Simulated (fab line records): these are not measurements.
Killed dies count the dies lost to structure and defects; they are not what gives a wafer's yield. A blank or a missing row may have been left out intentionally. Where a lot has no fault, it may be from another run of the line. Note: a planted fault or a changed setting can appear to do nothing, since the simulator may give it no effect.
fab line records    flow n5Finfet    part 1 of 2: steps 1 to 13 of 19
[record] lots = 5  wafers = 15  lastDay = 16
route steps=1938 shown FIN_SAQP@116
lots that met no fault: taken from a fault-free run of the same line
startH: the number of hours between the record's first day and the start of the first shown wafer of the lot    waitH: how many hours have passed since the lot's step before this one    " as in the row above    L1.1+2: a single row standing in for several wafers    - no value, or no start given    * or withheld: withheld    < > ~ a bound
route shown NAME@n: NAME is a module with steps in the file, n the number in the route of the first one    usual: the fault-free wafers' mean and standard deviation    same: alike in all rows    chamber/n: place in a boat    sites: each site's reading    _std_site: their standard deviation    _edge_site: inner sites' mean taken away from outer sites' mean    radiusMm: how far each site lies from the wafer's centre    mask NAME#n: copy n    behind: the most recent tool/chamber to have shaped the wafer    hold: the reason the lot was held/the length of the hold in hours/how it ended    device: transistor that didn't switch, given as n, p or np    end of line: tests run on the same wafers once the route is complete    a step with no rows: only its recipe    killed: count of dies lost to structure and defects at first sort (not the wafer's yield)    map: shows each die of a wafer: x if killed, . if not, _ if none is there
set.NAME: the setting the step ran with; set.NAME@STEP: the setting that earlier step ran with    model.NAME: the simulator's own value behind a step, which no gauge read
a table for each step, a row for each wafer; lots at some steps of the route
services: when a tool's chamber went out of use (startH, in hours from the record's first day, below 0 if earlier), for how many hours, and the reason
[[steps]]
[step N5_FIN_SAQP_ETCH_52]
[recipe] chemistry = N2/H2  target = SOC  targetDepthA = 1000  overetchA = 200  maskMaterial = SiARC  tempC = 40  timeS = 150  ionEnergyEv = 200  pressureMtorr = 30  sourceW = 840  biasW = 150  n2FlowSccm = 200  h2FlowSccm = 200  ends = endPoint
[usual] chamberPressureMTorr = 29.999/0.028  drypumpMotorCurrentA = 5.5/0.38  oesProductAu = 0.73/0.085  rfFwdPowerW = 836.7/3  rfVppV = 525.2/2.1  showerheadPlenumPTorr = 2.59/0.069  throttleValvePct = 17.80/0.23
lot.wafer  tool        chamber  startH  waitH  chamberPressureMTorr  drypumpMotorCurrentA  oesProductAu  rfFwdPowerW  rfHoursCounterH  rfVppV  showerheadPlenumPTorr  throttleValvePct
L074.1     rieDiel-04  1        22.67   0.0    30.045                5.4                   0.61          838.9        237              521.4   2.51                   18.18
L074.5     "           2        "       "      29.998                5.4                   0.87          835.7        -                525.8   2.61                   17.75
L074.6     "           1        "       "      30.014                5.4                   0.62          840.1        -                522.2   2.51                   18.19
L084.1     rieDiel-02  0        82.60   0.0    30.009                5.7                   0.64          836.1        192              526.2   2.64                   18.28
L084.5     "           1        "       "      29.984                4.7                   0.76          842.3        -                526.0   2.58                   17.96
L084.6     "           0        "       "      30.011                5.7                   0.64          838.0        -                526.5   2.64                   18.29
L088.1     rieDiel-02  0        107.55  0.0    30.011                5.6                   0.63          835.8        200              525.4   2.64                   18.30
L088.4     "           2        "       "      29.962                5.5                   0.67          838.7        152              524.1   2.54                   17.65
L088.6     "           1        "       "      30.000                4.7                   0.76          843.5        -                524.2   2.58                   17.98
L092.1     rieDiel-02  2        130.39  0.0    29.997                5.5                   0.66          841.0        163              522.8   2.53                   17.70
L092.3     "           0        "       "      29.991                5.7                   0.63          833.6        205              526.4   2.63                   18.32
L092.4     "           3        "       "      29.987                5.1                   0.67          835.6        157              526.1   2.65                   17.71
L093.2     rieDiel-04  1        136.33  0.0    30.018                5.4                   0.82          834.7        18               522.3   2.50                   17.77
L093.4     "           0        "       "      29.991                5.8                   0.65          835.1        206              522.9   2.51                   17.86
L093.5     "           3        "       "      30.011                5.6                   0.78          839.5        -                525.5   2.58                   17.72
[step N5_FIN_SAQP_STRIP_53]
[recipe] chemistry = N2/H2  tempC = 40  n2FlowSccm = 200  h2FlowSccm = 200  rfFrequencyHz = 6e+07
lot.wafer   tool        chamber  startH  waitH
L074.1+5+6  rieDiel-04  1,2,1    22.77   0.0
L084.1+5+6  rieDiel-02  0,1,0    82.70   0.0
L088.1+4+6  rieDiel-02  0,2,1    107.64  0.0
L092.1+3+4  rieDiel-02  2,0,3    130.49  0.0
L093.2+4+5  rieDiel-04  1,0,3    136.43  0.0
[step N5_FIN_SAQP_HM_OPEN_73]
[recipe] chemistry = CHF3/O2  target = SiO2  stopOn = a-Si  targetDepthA = 120  overEtchFrac = 1.8  maskMaterial = SOC  timeS = 16.8  pressureMtorr = 30  sourceW = 650  biasW = 170  Ar_flow_sccm = 200  CHF3_flow_sccm = 50  O2_flow_sccm = 5  ionEnergyEv = 200  ends = endPoint
[usual] chamberPressureMTorr = 29.997/0.028  drypumpMotorCurrentA = 5.4/0.38  mfcArSccm = 199.9/0.57  oes_ar_750_au = 0.82/0.095  oes_o_777_au = 0.82/0.096  oesProductAu = 0.49/0.057  rfFwdPowerW = 644.7/2.4  rfVppV = 525/7.6  showerheadPlenumPTorr = 2.45/0.064  throttleValvePct = 18.81/0.19
lot.wafer  tool        chamber  startH  waitH  chamberPressureMTorr  drypumpMotorCurrentA  mfcArSccm  oes_ar_750_au  oes_o_777_au  oesProductAu  rfFwdPowerW  rfHoursCounterH  rfVppV  showerheadPlenumPTorr  throttleValvePct
L074.1     rieDiel-04  1        22.78   0.0    30.000                5.4                   199.8      0.69           0.69          0.42          649.0        238              513     2.37                   19.04
L074.5     "           2        "       "      29.973                5.4                   199.6      0.98           0.99          0.59          646.0        -                515     2.47                   18.73
L074.6     "           1        "       "      30.002                5.4                   199.7      0.68           0.69          0.40          649.2        -                515     2.37                   19.05
L084.1     rieDiel-02  0        82.71   0.0    30.017                5.6                   199.6      0.72           0.72          0.43          644.2        192              525     2.48                   19.15
L084.5     "           1        "       "      29.997                4.7                   199.8      0.86           0.85          0.52          645.9        -                524     2.44                   19.00
L084.6     "           0        "       "      30.015                5.6                   199.9      0.72           0.72          0.43          646.9        -                525     2.48                   19.16
L088.1     rieDiel-02  0        107.65  0.0    29.983                5.7                   199.5      0.71           0.72          0.42          645.7        200              523     2.48                   19.17
L088.4     "           2        "       "      29.990                5.5                   200.2      0.75           0.75          0.45          645.0        152              535     2.41                   18.71
L088.6     "           1        "       "      29.960                4.7                   200.2      0.85           0.85          0.51          648.5        -                526     2.44                   19.02
L092.1     rieDiel-02  2        130.50  0.0    29.963                5.5                   199.4      0.74           0.75          0.45          640.2        163              534     2.40                   18.72
L092.3     "           0        "       "      29.976                5.7                   200.9      0.71           0.72          0.42          641.5        205              524     2.48                   19.18
L092.4     "           3        "       "      30.035                5.1                   198.7      0.75           0.74          0.46          643.2        157              526     2.51                   18.79
L093.2     rieDiel-04  1        136.44  0.0    29.999                5.4                   200.0      0.92           0.92          0.54          648.3        18               514     2.36                   18.69
L093.4     "           0        "       "      30.047                5.7                   199.9      0.72           0.72          0.44          645.4        206              519     2.38                   18.95
L093.5     "           3        "       "      30.010                5.6                   198.9      0.87           0.87          0.53          646.8        -                522     2.45                   18.80
[step N5_FIN_SAQP_STRIP_74]
[recipe] chemistry = CHF3/O2  resist = SiARC  rfFrequencyHz = 6e+07
lot.wafer   tool        chamber  startH  waitH
L074.1+5+6  rieDiel-04  1,2,1    22.83   0.0
L084.1+5+6  rieDiel-02  0,1,0    82.76   0.0
L088.1+4+6  rieDiel-02  0,2,1    107.71  0.0
L092.1+3+4  rieDiel-02  2,0,3    130.55  0.0
L093.2+4+5  rieDiel-04  1,0,3    136.49  0.0
[step N5_FIN_SAQP_MANDREL_ETCH_22]
[recipe] targetDepthA = 600  chemistry = HBr/Cl2  target = a-Si  stopOn = SiNx  btTimeS = 10  overEtchFrac = 0.5  timeS = 30  pressureMtorr = 10  icpW = 800  biasW = 75  HBr_flow_sccm = 150  Cl2_flow_sccm = 80  ends = endPoint
[usual] chamberPressureMTorr = 10.001/0.0084  drypumpMotorCurrentA = 5.6/0.53  mfcCl2Sccm = 80.00/0.26  oesProductAu = 0.763/0.011  rfFwdPowerW = 795.1/2.8  throttleValvePct = 35.37/0.26
lot.wafer  tool      chamber  startH  waitH  chamberPressureMTorr  drypumpMotorCurrentA  mfcCl2Sccm  oesProductAu  rfFwdPowerW  rfHoursCounterH  throttleValvePct
L074.1     rieSi-06  3        22.86   0.0    9.991                 6.2                   79.98       0.757         790.6        45               35.38
L074.5     "         0        "       "      9.995                 4.9                   80.18       0.778         789.5        -                35.77
L074.6     "         1        "       "      10.002                5.0                   80.13       0.758         799.9        -                34.92
L084.1     rieSi-02  0        82.79   0.0    9.988                 5.7                   80.40       0.766         797.0        99               35.61
L084.5     "         0        "       "      10.001                5.7                   79.94       0.776         796.6        -                35.58
L084.6     "         3        "       "      9.999                 6.0                   80.35       0.754         799.5        -                35.30
L088.1     rieSi-01  3        107.74  0.0    9.999                 4.7                   80.25       0.765         794.8        41               35.56
L088.4     "         2        "       "      10.006                5.3                   80.60       0.757         796.8        106              35.23
L088.6     "         3        "       "      9.995                 4.7                   80.43       0.776         796.7        -                35.54
L092.1     rieSi-02  1        130.58  0.0    9.994                 6.0                   79.70       0.776         791.2        143              35.31
L092.3     "         2        "       "      10.008                5.5                   79.92       0.750         799.9        1                35.80
L092.4     "         0        "       "      9.997                 5.7                   80.14       0.774         795.8        99               35.58
L093.2     rieSi-01  1        136.52  0.0    9.988                 5.7                   79.53       0.772         800.4        20               35.25
L093.4     "         0        "       "      9.993                 6.2                   79.85       0.786         794.6        156              35.50
L093.5     "         1        "       "      10.017                5.7                   79.92       0.774         795.7        -                35.22
[step N5_FIN_SAQP_STRIP_55]
[recipe] chemistry = N2/H2  powerW = 500  tempC = 40  pressureMtorr = 50  rfFrequencyHz = 6e+07  overashFraction = 0.3  biasPowerW = 28  h2Frac = 0.5  n2FlowSccm = 300  h2FlowSccm = 300
[usual] chamberPressureMTorr = 50.00/0.07  drypumpMotorCurrentA = 5.5/0.35  oesProductAu = 0.82/0.099  rfVppV = 122.2/1.5  showerheadPlenumPTorr = 3.42/0.095  throttleValvePct = 18.82/0.27
lot.wafer  tool        chamber  startH  waitH  chamberPressureMTorr  drypumpMotorCurrentA  oesProductAu  rfHoursCounterH  rfVppV  showerheadPlenumPTorr  throttleValvePct
L074.1     rieDiel-01  2        22.96   0.1    50.02                 6.0                   0.66          254              118.6   3.16                   18.83
L074.5     "           2        "       "      49.93                 6.0                   0.67          -                121.3   3.16                   18.84
L074.6     "           1        "       "      50.10                 5.9                   0.73          -                125.7   3.49                   19.07
L084.1     rieDiel-02  0        82.89   0.1    49.99                 5.6                   0.72          192              120.3   3.48                   19.49
L084.5     "           1        "       "      50.07                 4.7                   0.88          -                122.6   3.40                   18.95
L084.6     "           0        "       "      50.08                 5.7                   0.71          -                125.0   3.48                   19.49
L088.1     rieDiel-02  3        107.84  0.1    49.89                 5.1                   0.75          147              120.9   3.49                   18.63
L088.4     "           0        "       "      50.00                 5.7                   0.71          200              125.0   3.48                   19.53
L088.6     "           3        "       "      49.90                 5.1                   0.76          -                122.6   3.49                   18.60
L092.1     rieDiel-04  3        130.68  0.1    50.09                 5.6                   0.87          38               124.5   3.41                   18.76
L092.3     "           1        "       "      49.97                 5.4                   0.93          16               122.1   3.30                   19.08
L092.4     "           0        "       "      50.05                 5.8                   0.72          204              122.5   3.32                   18.65
L093.2     rieDiel-04  2        136.62  0.1    50.01                 5.4                   0.88          52               122.3   3.42                   19.01
L093.4     "           3        "       "      49.92                 5.6                   0.88          40               122.6   3.41                   18.78
L093.5     "           3        "       "      50.12                 5.6                   0.88          -                119.4   3.41                   18.76
[step N5_FIN_SAQP_STRIP_23]
[recipe] chemistry = SPM  timeS = 750  tempC = 130  h2so4H2o2VolRatio = 4
lot.wafer   tool         chamber  startH  waitH
L074.1+5+6  wetBench-03  3,7,4    23.03   -
L084.1+5+6  wetBench-06  3,4,7    82.96   -
L088.1+4+6  wetBench-03  5,7,3    107.90  -
L092.1+3+4  wetBench-03  1,4,0    130.75  -
L093.2+4+5  wetBench-06  5,3,4    136.69  -
[step N5_FIN_SAQP_SRD_66]
[recipe] dry = ipaMarangoni  timeS = 30  tempC = 23  rinseLiquid = diw
lot.wafer   tool         chamber  startH  waitH
L074.1+5+6  wetBench-03  3,7,4    23.23   0.0
L084.1+5+6  wetBench-06  3,4,7    83.17   0.0
L088.1+4+6  wetBench-03  5,7,3    108.11  0.0
L092.1+3+4  wetBench-03  1,4,0    130.96  0.0
L093.2+4+5  wetBench-06  5,3,4    136.90  0.0
[step N5_FIN_SAQP_RECESS_75]
[recipe] chemistry = HF/NH3  target = SiO2  targetDepthA = 144  afsCycles = 3  tempC = 30  sublimationTempC = 180  sublimationTimeS = 60
[usual] drypumpMotorCurrentA = 5.77/0.2
lot.wafer  tool          chamber  startH  waitH  drypumpMotorCurrentA
L074.1     vaporEtch-01  1        23.28   0.0    6.11
L074.5     "             0        "       "      5.53
L074.6     "             1        "       "      6.11
L084.1     vaporEtch-01  1        83.21   0.0    6.12
L084.5     "             1        "       "      6.13
L084.6     "             0        "       "      5.52
L088.1     vaporEtch-01  1        108.16  0.0    6.10
L088.4     "             0        "       "      5.53
L088.6     "             1        "       "      6.12
L092.1     vaporEtch-01  1        131.00  0.0    6.13
L092.3     "             1        "       "      6.13
L092.4     "             0        "       "      5.56
L093.2     vaporEtch-02  1        136.94  0.0    5.72
L093.4     "             0        "       "      5.77
L093.5     "             1        "       "      5.69
[step N5_FIN_SAQP_SPACER1_ALD_24]
[recipe] material = SiO2  targetThkA = 203  tempC = 300  aldPrecursorFamily = BDEAS  aldCoReactant = O2-plasma  pulseTimeS = 1  purgeTimeS = 2  coReactantPurgeTimeS = 2  aldCycles = 218  pressureTorr = 2
[usual] heaterPowerW = 478/36  precursorPulseHeightRel = 1.000/0.019
lot.wafer  tool       chamber  startH  waitH  heaterPowerW  precursorPulseHeightRel  sinceWetCleanH
L074.1     aldSin-03  2        25.56   2.2    508           0.967                    16
L074.5     "          1        "       "      457           1.026                    -
L074.6     "          0        "       "      432           0.983                    -
L084.1     aldSin-02  2        83.60   0.3    456           1.007                    362
L084.5     "          1        "       "      458           0.988                    -
L084.6     "          2        "       "      466           1.024                    -
L088.1     aldSin-03  0        109.49  1.2    446           1.035                    99
L088.4     "          1        "       "      455           0.997                    99
L088.6     "          0        "       "      441           1.021                    -
L092.1     aldSin-02  2        131.41  0.3    485           1.017                    32
L092.3     "          1        "       "      501           0.993                    32
L092.4     "          3        "       "      361           1.026                    32
L093.2     aldSin-01  1        137.33  0.3    522           1.023                    235
L093.4     "          3        "       "      499           1.030                    235
L093.5     "          1        "       "      526           0.995                    -
[step N5_FIN_SAQP_SPACER1_ETCHBACK_25]
[recipe] chemistry = CHF3/O2  mode = anisotropicEtchback  target = SiO2  targetDepthA = 244  timeS = 12.2  pressureMtorr = 30  sourceW = 650  biasW = 170  Ar_flow_sccm = 200  CHF3_flow_sccm = 50  O2_flow_sccm = 5  ionEnergyEv = 200
[usual] chamberPressureMTorr = 30.002/0.028  drypumpMotorCurrentA = 5.5/0.35  mfcArSccm = 200.0/0.62  oes_ar_750_au = 0.82/0.089  oes_o_777_au = 0.82/0.09  oesProductAu = 0.82/0.095  rfFwdPowerW = 645.7/2.3  rfVppV = 525/7.6  showerheadPlenumPTorr = 2.46/0.06  throttleValvePct = 18.88/0.18
lot.wafer  tool        chamber  startH  waitH  chamberPressureMTorr  drypumpMotorCurrentA  mfcArSccm  oes_ar_750_au  oes_o_777_au  oesProductAu  rfFwdPowerW  rfHoursCounterH  rfVppV  showerheadPlenumPTorr  throttleValvePct
L074.1     rieDiel-04  1        26.28   0.4    30.012                5.4                   200.1      0.68           0.69          0.67          643.3        239              514     2.37                   19.11
L074.5     "           1        "       "      30.014                5.4                   200.6      0.69           0.68          0.68          646.6        -                514     2.37                   19.13
L074.6     "           2        "       "      29.966                5.4                   199.8      0.97           0.98          0.98          645.9        -                514     2.47                   18.82
L084.1     rieDiel-02  3        84.31   0.4    29.999                5.1                   200.8      0.77           0.76          0.76          643.6        140              529     2.51                   18.84
L084.5     "           1        "       "      30.007                4.7                   199.0      0.85           0.86          0.85          649.9        -                524     2.44                   19.06
L084.6     "           2        "       "      30.027                5.5                   199.5      0.76           0.76          0.75          649.4        -                533     2.41                   18.78
L088.1     rieDiel-01  3        110.38  0.5    30.030                5.7                   200.8      0.93           0.93          0.94          646.8        15               518     2.36                   18.68
L088.4     "           0        "       "      30.016                5.2                   198.7      0.89           0.89          0.91          644.1        37               541     2.55                   18.64
L088.6     "           0        "       "      29.991                5.3                   199.3      0.90           0.89          0.90          646.4        -                540     2.55                   18.61
L092.1     rieDiel-02  1        132.13  0.4    30.033                4.7                   199.9      0.83           0.84          0.84          646.7        82               523     2.44                   19.09
L092.3     "           3        "       "      30.025                5.1                   200.5      0.76           0.75          0.75          646.7        157              529     2.51                   18.85
L092.4     "           2        "       "      29.969                5.5                   200.9      0.74           0.75          0.73          646.9        163              535     2.40                   18.81
L093.2     rieDiel-04  0        138.04  0.4    30.007                5.7                   200.4      0.72           0.72          0.72          649.7        206              522     2.38                   19.02
L093.4     "           2        "       "      30.020                5.4                   200.4      0.88           0.88          0.88          649.0        52               515     2.45                   18.88
L093.5     "           0        "       "      29.995                5.8                   200.6      0.72           0.72          0.72          644.6        -                521     2.38                   19.03
[step N5_FIN_SAQP_MANDREL1_REMOVE_56]
[recipe] chemistry = HBr/Cl2/O2  btTimeS = 10  target = a-Si  stopOn = SiNx  endpoint = OES-SiCl  overEtchFrac = 1  icpW = 600  biasW = 22  HBr_flow_sccm = 150  Cl2_flow_sccm = 80  O2_flow_sccm = 5  pressureMtorr = 10
[usual] chamberPressureMTorr = 9.999/0.0089  drypumpMotorCurrentA = 5.6/0.46  mfcCl2Sccm = 80.01/0.22  oes_o_777_au = 0.994/0.019  oesProductAu = 0.998/0.013  rfFwdPowerW = 596.8/2  throttleValvePct = 36.71/0.26
lot.wafer  tool      chamber  startH  waitH  chamberPressureMTorr  drypumpMotorCurrentA  mfcCl2Sccm  oes_o_777_au  oesProductAu  rfFwdPowerW  rfHoursCounterH  throttleValvePct
L074.1     rieSi-06  2        26.37   0.1    10.007                6.1                   79.84       0.970         0.999         597.1        103              36.47
L074.5     "         2        "       "      10.000                6.1                   79.94       0.977         0.991         593.4        -                36.48
L074.6     "         1        "       "      10.002                5.0                   79.70       0.958         0.997         597.3        -                36.26
L084.1     rieSi-01  0        84.40   0.1    9.994                 6.1                   79.81       1.014         1.004         596.4        155              36.86
L084.5     "         2        "       "      9.977                 5.3                   79.99       1.003         0.987         595.2        -                36.56
L084.6     "         1        "       "      10.009                5.7                   80.32       1.032         1.008         595.9        -                36.56
L088.1     rieSi-06  2        110.47  0.1    9.994                 6.1                   79.76       0.981         0.996         593.6        105              36.50
L088.4     "         0        "       "      10.001                4.9                   79.86       0.985         1.006         596.3        -                37.21
L088.6     "         1        "       "      9.986                 5.0                   80.30       0.952         0.996         598.5        -                36.25
L092.1     rieSi-06  3        132.22  0.1    10.010                6.2                   79.75       0.977         0.991         592.0        47               36.72
L092.3     "         2        "       "      10.000                6.1                   80.17       0.991         0.991         594.7        106              36.48
L092.4     "         1        "       "      9.999                 5.0                   79.94       0.952         0.987         599.6        -                36.25
L093.2     rieSi-02  3        138.13  0.1    9.996                 6.0                   80.05       1.004         0.993         598.2        76               36.64
L093.4     "         0        "       "      9.993                 5.7                   79.99       0.993         1.014         593.7        100              36.95
L093.5     "         1        "       "      10.008                6.0                   80.16       1.013         1.010         596.0        -                36.63
[step N5_FIN_SAQP_CD_MEAS_27]
[recipe] targetCdNm = 20  landingEnergyEv = 1000  detector = seInlens  polarity = line
[usual] cdNm = 20.34/0.19
lot.wafer  tool      chamber  startH  waitH  cdNm
L074.1     cdSem-02  0        26.48   0.1    20.40
L074.5     "         0        "       "      20.28
L074.6     "         0        "       "      20.67
L084.1     cdSem-02  0        84.51   0.1    20.11
L084.5     "         0        "       "      20.12
L084.6     "         0        "       "      20.09
L088.1     cdSem-03  0        110.58  0.1    20.62
L088.4     "         0        "       "      20.43
L088.6     "         0        "       "      19.95
L092.1     cdSem-02  0        132.33  0.1    20.23
L092.3     "         0        "       "      20.35
L092.4     "         0        "       "      20.69
L093.2     cdSem-03  0        138.24  0.1    20.62
L093.4     "         0        "       "      20.16
L093.5     "         0        "       "      20.35
